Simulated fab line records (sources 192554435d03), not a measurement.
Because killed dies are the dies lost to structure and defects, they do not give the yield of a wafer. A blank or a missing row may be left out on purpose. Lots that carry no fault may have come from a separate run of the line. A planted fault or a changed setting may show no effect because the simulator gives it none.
fab line records | flow n5Finfet
record lots=4 wafers=10 lastDay=17
route steps=1938 shown BEOL_M4@1099 BEOL_M5@1112 BEOL_M10@1509 PASSIVATION@1936
lots with no fault: from the same line, run without faults
startH: start of the lot's first displayed wafer, in hours after the record's first day | waitH: how many hours have passed since the lot's step before this one | " unchanged from the row above | L1.1+2: several wafers, shown together as one row | - no value, or no start given | * or withheld: withheld | < > ~ a bound
route shown NAME@n: NAME is a module with steps in the file, n the number in the route of the first one | usual: average and standard deviation across the fault-free wafers | same: alike in all rows | chamber/n: place in a boat | sites: each site's reading | _std_site: standard deviation across them | _edge_site: the outer-site mean with the inner-site mean subtracted | radiusMm: for every site, how far away it sits from the centre of the wafer | mask NAME#n: copy n | behind: the tool/chamber that last shaped the wafer | hold: what put the lot on hold/how long, in hours/how the hold closed | device: whichever transistor did not switch (one of n, p or np) | end of line: at the end of the route, the tests of the same wafers | for a step that has no rows: nothing shown but its recipe | killed: count of dies lost to structure and defects at first sort (not the wafer's yield) | map: per-die view of a wafer (x killed, . not killed, _ where there is no die)
set.NAME: the run value of the setting; set.NAME@STEP: its run value at that earlier step | model.NAME: the simulator's own value behind a step, which no gauge read
certain route steps with their lots: each step a table, each wafer a row
services: a tool's chamber out of use, with start hour (startH, from the record's first day; less than 0 if before it), hours out, and reason
## steps
# step N5_BEOL_M4_ANNEAL_95
# recipe tempC=400 timeS=240 ambient=vacuum
# step N5_BEOL_M4_SPUTTER_96
# recipe material=Cu targetThkA=45 tempC=-20 chamberPressurePa=0.07 powerW=withheld timeS=8.29
# step N5_BEOL_M4_ECD_50
# recipe material=Cu targetThkA=3000
# step N5_BEOL_M4_ANNEAL_51
# recipe tempC=225 timeS=90 ambient=N2
# step N5_BEOL_M4_CMP_52
# recipe stopOn=SiOC tOverpolishS=6.8 downForcePsi=1 platenRpm=50 clearingPlatenDownForcePsi=1.5 clearingPlatenRpm=50 postCmpClean=cuAlkaline targetThkNm=40 clearingPlatenPadVelocityMS=0.99484 padVelocityMS=0.99484
# step N5_BEOL_M4_PRE_CLEAN_60
# recipe gas=NH3/H2 timeS=15 tempC=* rfPowerW=300
# step N5_BEOL_M4_CO_CAP_55
# recipe material=Co targetThkA=20 tempC=200 precursor=CCTBA/H2 pressureTorr=30 timeS=102.1
# step N5_BEOL_M4_PRE_CLEAN_56
# recipe gas=NH3 timeS=15 tempC=withheld rfPowerW=300
# step N5_BEOL_M4_DEP_57
# recipe material=SiCN targetThkA=80 tempC=withheld precursor=3MS/NH3 pressureTorr=3 rfW=202 timeS=14
# step N5_BEOL_M4_RC_MEAS_101
# usual DIBL_N=36.4/1.7 DIBL_P=36.4/2.1 IOFF_N=0.16/0.035 IOFF_P=0.21/0.035 ION_N=680/11 ION_P=465/6.8 SS_N=71.5/0.58 SS_P=73.2/0.72 VT_N=249/3.6 VT_P=-250/3.1
# columns lot.wafer tool chamber startH waitH DIBL_N[mV/V] DIBL_P[mV/V] IOFF_N[nA/um] IOFF_P[nA/um] ION_N[uA/um] ION_P[uA/um] SS_N[mV/dec] SS_P[mV/dec] VT_N[mV] VT_P[mV]
L235.1 prober-01 0 246.88 0.0 36.6 34.3 0.16 0.19 675 454 72.0 72.0 248 -251
L235.2 " 0 " " 36.8 35.1 0.15 0.19 670 458 72.0 73.1 249 -253
L235.6 " 0 " " 36.4 35.7 0.15 0.20 682 464 71.4 72.7 249 -248
L236.1 prober-02 0 252.01 0.0 36.0 35.4 0.16 0.23 673 471 71.6 73.0 247 -245
L236.4 " 0 " " 35.6 35.3 0.16 0.23 687 474 71.0 73.0 247 -247
L236.6 " 0 " " 37.2 36.3 0.18 0.25 691 471 71.8 73.1 245 -247
L242.4 prober-01 0 297.21 0.5 36.0 32.5 0.14 0.18 663 458 71.5 72.3 251 -254
L242.6 " 0 " " 36.9 34.8 0.17 0.21 686 470 71.1 73.2 246 -251
L243.3 prober-01 0 302.70 0.3 39.2 40.1 0.27 0.26 705 470 73.0 74.4 239 -249
L243.6 " 0 " " 37.0 37.6 0.20 0.21 678 457 72.6 73.2 247 -251
# step N5_BEOL_M5_ILD_DEP_00
# recipe material=SiCOH_lowk targetThkA=1406.4 tempC=300 precursor=DEMS/porogen pressureTorr=5 rfW=500 timeS=25.9
# step N5_BEOL_M5_CURE_79
# recipe tempC=385 timeS=240 ambient=He/Ar material=SiCOH_lowk
# step N5_BEOL_M5_PECVD_70
# recipe material=SiO2 targetThkA=160 tempC=400 precursor=TEOS/O2 pressureTorr=5.5 rfW=450 teosFlowSccm=53.8 gas=O2 flowSccm=3000 timeS=18
# step N5_BEOL_M5_HM_DEP_02
# recipe material=TiN targetThkA=200 tempC=25 chamberPressurePa=0.49996
# step N5_BEOL_M5_COAT_59
# recipe resist=SOC tempC=250 timeS=60 spinRpm=1500 resistThkNm=60
# step N5_BEOL_M5_COAT_60
# recipe resist=SiARC tempC=220 timeS=60 spinRpm=1500 resistThkNm=12
# step N5_BEOL_M5_COAT_71
# recipe resist=underlayer tempC=205 timeS=60 spinRpm=1500 resistThkNm=5
# step N5_BEOL_M5_COAT_05
# recipe resist=CAR-EUV spinRpm=1500 resistThkNm=30
# step N5_BEOL_M5_EBR_07
# recipe solvent=PGMEA ebrWidthMm=1.5
# step N5_BEOL_M5_SOFTBAKE_06
# recipe tempC=110 timeS=60 resist=CAR-EUV
# step N5_BEOL_M5_EXPOSE_08
# recipe maskId=M5 na=0.33 sourceShape=annular sigmaInner=0.4 sigmaOuter=0.8 polarization=unpolarized targetCdNm=28 doseMj=35.75
# step N5_BEOL_M5_PEB_09
# recipe pebTempC=100 pebTimeS=60 resist=CAR-EUV
# step N5_BEOL_M5_DEVELOP_10
# recipe developTimeS=30 developer=TMAH resist=CAR-EUV rinseLiquid=surfactantRinse dry=airSpin devTempC=23
# step N5_BEOL_M5_DESCUM_16
# recipe chemistry=O2 timeS=7 sourcePowerW=50 biasPowerW=20 pressureMtorr=20 rfFrequencyHz=2.712e+07 tempC=40 resist=CAR-EUV o2FlowSccm=225
# step N5_BEOL_M5_ETCH_72
# recipe chemistry=N2/H2 target=underlayer targetDepthA=65 maskMaterial=CAR-EUV timeS=5.2 ionEnergyEv=200 pressureMtorr=30 sourceW=840 biasW=150 n2FlowSccm=200 h2FlowSccm=200 ends=cleared
# step N5_BEOL_M5_ETCH_61
# recipe chemistry=CF4 target=SiARC targetDepthA=156 maskMaterial=CAR-EUV timeS=26 ionEnergyEv=80 pressureMtorr=40 sourceW=545 biasW=36 Ar_flow_sccm=100 cf4FlowSccm=100 ends=cleared
# step N5_BEOL_M5_ETCH_62
# recipe chemistry=N2/H2 target=SOC targetDepthA=750 overetchA=150 maskMaterial=SiARC tempC=40 timeS=112.5 ionEnergyEv=200 pressureMtorr=30 sourceW=840 biasW=150 n2FlowSccm=200 h2FlowSccm=200
# step N5_BEOL_M5_STRIP_63
# recipe chemistry=N2/H2 tempC=40 n2FlowSccm=200 h2FlowSccm=200 rfFrequencyHz=6e+07
# step N5_BEOL_M5_STRIP_73
# recipe chemistry=N2/H2 tempC=40 n2FlowSccm=200 h2FlowSccm=200 rfFrequencyHz=6e+07
# step N5_BEOL_M5_STRIP_64
# recipe chemistry=CF4 resist=SiARC powerW=300 biasPowerW=75 pressureMtorr=50 cf4FlowSccm=150 rfFrequencyHz=6e+07
# step N5_BEOL_M5_HM_OPEN_17
# recipe chemistry=Cl2/BCl3 targetDepthA=200 overetchA=60 target=TiN maskMaterial=SOC ionEnergyEv=150 pressureMtorr=10 icpW=1000 biasW=126 Cl2_flow_sccm=53.25 bcl3FlowSccm=21.75 Ar_flow_sccm=25
# step N5_BEOL_M5_STRIP_19
# recipe chemistry=O2 powerW=400 tempC=40 pressureMtorr=30 rfFrequencyHz=6e+07 biasPowerW=0 overashFraction=0.2 o2FlowSccm=225
# step N5_BEOL_M5_COAT_65
# recipe resist=SOC tempC=250 timeS=60 spinRpm=1500 resistThkNm=60
# step N5_BEOL_M5_COAT_66
# recipe resist=SiARC tempC=220 timeS=60 spinRpm=1500 resistThkNm=12
# step N5_BEOL_M10_VIA_ETCH_34
# recipe chemistry=C4F6/O2 target=SiCOH_lowk targetDepthA=1845 maskMaterial=SOC taperDeg=4 timeS=69.2 ionEnergyEv=250 pressureMtorr=30 sourceW=345 biasW=185 Ar_flow_sccm=300 C4F6_flow_sccm=10 O2_flow_sccm=10
# usual drypumpMotorCurrentA=5.8/0.55 oesProductAu=0.77/0.076 rfVppV=662/12 showerheadPlenumPTorr=2.83/0.078 throttleValvePct=21.00/0.26
# columns lot.wafer tool chamber startH waitH drypumpMotorCurrentA oesProductAu rfHoursCounterH rfVppV showerheadPlenumPTorr throttleValvePct model.etch.depthNm model.SOC_of_BEOL_M10_COAT_63.thkNm
L236.1 rieDiel-04 3 303.02 0.0 5.3 0.71 212 670 2.72 21.20 181.7 92.4
L236.4 " 0 " " 6.8 0.68 245 671 2.69 21.33 180.6 92
L236.6 " 0 " " 6.8 0.68 - 669 2.69 21.33 180.7 92.2
L235.1 rieDiel-02 1 305.29 0.0 6.6 0.69 213 672 2.82 21.24 185.6 91.8
L235.2 " 3 " " 5.0 0.70 226 646 2.81 21.37 185.6 91.8
L235.6 " 3 " " 5.0 0.70 - 646 2.81 21.38 185 91.8
L242.4 rieDiel-04 3 351.40 0.0 5.3 0.71 232 669 2.71 21.22 185.5 91.4
L242.6 " 1 " " 6.1 0.80 - 673 2.78 20.94 146.1 93.2
L243.3 rieDiel-04 0 360.45 0.0 6.8 0.82 8 681 3.02 20.96 147.7 93.6
L243.6 " 2 " " 6.1 0.68 - 648 2.73 20.59 146.3 93.2
# step N5_PASSIVATION_PROBE_49
# usual defectLimitedYield=91.3/1.4 killed_at_M0_to_M3=36/11 killed_at_M4_up=13/5.2 killedAtContacts=13/6.5 killedAtFrontEnd=37/11 killedAtOther=3.6/2.9 killedDies=103/17 killedOnRim=13/3.6 killedOpen=68/12 killedShort=33/7.3 sort_bin_5_function=5.2/0.91 sort_bin_6_memory=3.2/0.67 sortNPass=1077/17 sortYieldPct=91.3/1.4
# same grossDies=1180 killedAtBackSide=0 sort_bin_4_leakage[%]=0 sort_bin_8_speed[%]=0
# columns lot.wafer tool chamber startH waitH defectLimitedYield[%] killed_at_M0_to_M3 killed_at_M4_up killedAtContacts killedAtFrontEnd killedAtOther killedDies killedOnRim killedOpen killedShort sort_bin_5_function[%] sort_bin_6_memory[%] sortNPass sortYieldPct[%]
L242.4 prober-02 - 404.46 0.2 91.1 42 14 17 28 4 105 14 68 36 5.1 3.4 1075 91.1
L242.6 prober-02 - 404.56 0.3 47.7 36 537 14 27 3 617 132 63 26 49.2 2.9 563 47.7
L243.3 prober-02 - 409.76 0.1 51.5 51 464 12 41 4 572 86 88 36 44.0 4.1 608 51.5
L243.6 prober-02 - 409.91 0.3 46.5 44 541 10 33 3 631 145 71 36 50.3 2.7 549 46.5
# killed by level:class
L242.4 MOL_CONTACT_COAG:geometricParticle:open=15 BEOL_M0_SAQP:geometricParticle:open=14 FIN_SAQP:geometricParticle:open=10 BEOL_M0_SAQP:geometricParticle:short=7 BEOL_M1:geometricParticle:open=6 FIN_SAQP:geometricParticle:short=5 BEOL_M2:geometricParticle:open=5 GATE_CUT:geometricParticle:short=4
L242.6 BEOL_M10:areaEtch=527 MOL_CONTACT_COAG:geometricParticle:open=14 BEOL_M2:geometricParticle:open=10 FIN_SAQP:geometricParticle:short=7 BEOL_M0_SAQP:geometricParticle:open=7 BEOL_M0_SAQP:geometricParticle:short=7 BEOL_M1:geometricParticle:open=6 FIN_SAQP:geometricParticle:open=4
L243.3 BEOL_M10:areaEtch=448 MOL_CONTACT_COAG:geometricParticle:open=10 BEOL_M0_SAQP:geometricParticle:open=10 FIN_SAQP:geometricParticle:short=9 BEOL_M2:geometricParticle:open=9 BEOL_M3:geometricParticle:open=9 BEOL_M4:geometricParticle:open=9 STI_FIN_REVEAL:geometricParticle:open=8
L243.6 BEOL_M10:areaEtch=523 BEOL_M0_SAQP:geometricParticle:open=10 BEOL_M0_SAQP:geometricParticle:short=9 BEOL_M3:geometricParticle:open=9 MOL_CONTACT_COAG:geometricParticle:open=8 FIN_SAQP:geometricParticle:open=7 FIN_SAQP:geometricParticle:short=6 BEOL_M1:geometricParticle:open=5
# map L242.6 (x killed, . not)
_________________xxxxxxxxxxxx________________
______________xxxxx.xxxxxxxx.xxx_____________
___________xxxxx.xx....xx.xx.xx...x__________
__________xxxxx.xxxx....xx.xx..x.x.._________
________xxxxxxx..x.x..xxxxx.x...x...x._______
_______xxxxxxx..x.x.x.xx.......x.....xx______
______xxxxx.x.............x............x_____
_____xxxxxxxxxx......xxx..x..........x.x.____
____.xxxx.x.x.........xx........xx.....xxx___
___x.xxxxx..x.......x....xxx.........x.xxxx__
___xx.xx..x...x.....x.xxxx..x.......x.x.xx.__
__.xx.xxx.x.....x......xx.x.xx.x....x.x.xxxx_
__xxxxx..x....x....x...x.x...x..x.x.xx...xxx_
_xxxxx.x.x.....x....x.x.x.x....x..x.....xxxx.
_xxx.xxx.............x.xx....x........x..xxxx
_xxx.xx......x........x.....x....x.x...x...xx
_xxxx.......x........x.x.....x....x....xx..xx
_xxxxxx.x..xx.x........xxx............xx...xx
_xxxxxxx....xx...x.x...x..x.......x......xx..
_xxxxxx.xxx.x........xxx...xx......xxx..xxxxx
_xxxxxxx.x.............x.xxx.....x.xx.xx..x..
__xxxxxxx.xxx..........x..x........xxxxx.xxx_
__xxxxxxxxx.........x..xx....x...xx....xxxxx_
___xxxxx.......x.....xxx.xx....xxxxxxxxxxx.__
___xxxxxx.xxx.xx.x.....x..xxx...x...xxxxxxx__
____xxxxxx.xx.x.....xxxxxx.x.....xxxx.xxxx___
_____xxxxx.x...xxxxxxxxxxxxx......xxxxxxx____
______xxxxxxxxxxxxx...xxxx..xxx.x.xxxxxx_____
_______xxxx.xxxxxx..xxxxxxxxxxxxxxxxxxx______
________xxxxx.xxxx.xxx..xxxxxxxxxxxx.x_______
__________xxxxxxxxxx.xxxxxxxxxxxxxxx_________
___________xxxxxxx.x.xx.x.xx.xxxxxx__________
______________xxxxx.xxxx.xxxxxxx_____________
_________________xxxxxxxxxxxx________________
# map L243.6 (x killed, . not)
_________________xxxxxxxxxxxx________________
______________xxxxxxxxxxxxxxxxxx_____________
___________xxxxxxxxxxxxxxxxxxxxxxxx__________
__________xx.xxxxxxx.xxxxxxxx.xx.xxx_________
________xxxxxxxx.xxxxxxxxxx.x.x.xxxxxx_______
_______.xxx.xx.xxx....xx.x...x...xxxxxx______
______xxx..xxxx.xxx.x.x..xx...x..xxxxxxx_____
_____.xx...xxxx.x...x.......x....xxxx.xxx____
____xx..x.x.....x.x...........x..xxx.x..xx___
___xxx......x..................x..x..xxxxxx__
___x..xx....x...x.x......x...x....x...xxxxx__
__xxx..x............................xx...xxx_
__.xx.xxx.....x.....x.x..x......x..x..xxxxx._
_xxxx.xxxx..........x..............x..xxxxx.x
_.xxx.xxxx........x....x......x...x..xx..xxxx
_xxxxxx.xxx...x.x...................x...xxxxx
_xxxxx..x..xx..........x..x...x....x...xxxx.x
_xxx..xx....x....x.........x.......x.x.x.xxxx
_xx.xxx.xxx..x......x...x.........x..x...xxxx
_xxx.xxx..x....x........x............x..x.xxx
_xxxxxxx.x.x.x....x..x....x.........xxx...xxx
__xxxxx.xx.x.x.x........x......x..x.x..x.xxx_
__xxxxxxxxxxx.x...x....x.........x.x...x.xxx_
___xxxxxxx.xx.x..........xx.......xx.xxxxxx__
___x.xxx.xx..x.................x.xx.xxxxxxx__
____xxxx.xx.xx..x.x.....x.....x.xxxx.xxxxx___
_____xxxxxxxxxxx..xxx..........xx..xxxxxx____
______xxxxxxxxxxxxx..x..x..x.xxxx.xxxxxx_____
_______xxxxxxxx.xx.xx.xxx..xx.xxxxxxxxx______
________xxxxxxxxxx.xxxxxxxxxxxxxxxxxxx_______
__________xxxxxxxxx.xxxxxxxxx.xxxxxx_________
___________xxxxxxxxxxxxxxxxxxxxxxxx__________
______________xxxxxxxxxxxxxxxxxx_____________
_________________xxxxxxxxxxxx________________
## services
# columns tool chamber startH hours kind
rieDiel-02 - 301.01 2.8 pm
rieDiel-04 0 317.81 - clean
rieDiel-04 0 317.81 - consumableReplace:focusRing
rieDiel-04 0 317.81 - consumableReplace:showerhead
rieDiel-04 0 317.81 13.8 scheduledDown
rieDiel-04 0 317.81 13.8 ventCycle
## key
firstSign step=N5_PASSIVATION_PROBE_49 reading=killed_at_M4_up direction=up sigmas=97 usual=13 struck=514
effect step=N5_PASSIVATION_PROBE_49 reading=sort_bin_5_function direction=up sigmas=47 usual=5.2 struck=47.8
modelEffect step=N5_BEOL_M10_VIA_ETCH_34 value=etch.depthNm without=187.4 struck=146.7
moreKillsBornAt N5_BEOL_M10_VIA_ETCH_34@rieDiel-04=1498
metAt N5_BEOL_M10_VIA_ETCH_34
struckWafers L242.6,L243.3,L243.6
onsetBetween 303.02 351.40
fault kind=processParameterDrift tool=rieDiel-04 chamber=- onsetH=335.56 steps=N5_BEOL_M10_VIA_ETCH_34 channel=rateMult offset=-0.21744 shape=step endH=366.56 scope=struckWafersOnly
